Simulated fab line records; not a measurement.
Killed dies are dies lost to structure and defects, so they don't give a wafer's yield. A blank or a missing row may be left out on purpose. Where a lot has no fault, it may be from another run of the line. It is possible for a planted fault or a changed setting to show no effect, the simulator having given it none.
Matching of chambers | flow n5-finfet | 4 sister chambers for N5_BEOL_M1_ALD_84 on ald-metal-02
The step deposits TaN, pulse time 2 s, purge time 3 s, co reactant purge time 2 s. 4 wafers are shown with their chamber, then 7 later ones without.

## WAFERS WITH THEIR CHAMBER
wafer  | chamber | heater-power-w (W)
L081.2 | 0       | 447
L081.6 | 2       | 441
L095.4 | 1       | 447
L095.5 | 3       | 407

## WAFERS WITHOUT THEIR CHAMBER
wafer  | heater-power-w (W)
L095.6 | 447
L096.2 | 399
L096.3 | 443
L096.6 | 446
L097.1 | 443
L097.2 | 447
L097.5 | 445

## CHAMBER TAKEN BY EACH
wafer  | from the rows above          | in truth
L095.6 | can't be placed: 0 or 1 or 2 | 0
L096.2 | 3                            | 3
L096.3 | can't be placed: 2 or 0 or 1 | 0
L096.6 | can't be placed: 0 or 1 or 2 | 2
L097.1 | can't be placed: 2 or 0 or 1 | 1
L097.2 | can't be placed: 0 or 1 or 2 | 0
L097.5 | can't be placed: 0 or 1 or 2 | 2
1 of 7 placed correctly. Unplaceable from these rows: 6, with the true chamber sitting among the candidates in 6. 0 placed wrongly.
How it was worked out, from the rows above alone: a wafer's distance from a chamber is the root of the sum, over the readings, of the square of ((its reading less the chamber's mean) divided by the reading's scatter). If the next closest chamber is less than 2 further off than the closest, the wafer can't be placed; otherwise it belongs to the closest. A chamber's mean is the mean of its shown wafers. The scatter: with one shown wafer a chamber, the root of the mean of the squares of how far each hidden wafer lies from its nearest shown one.
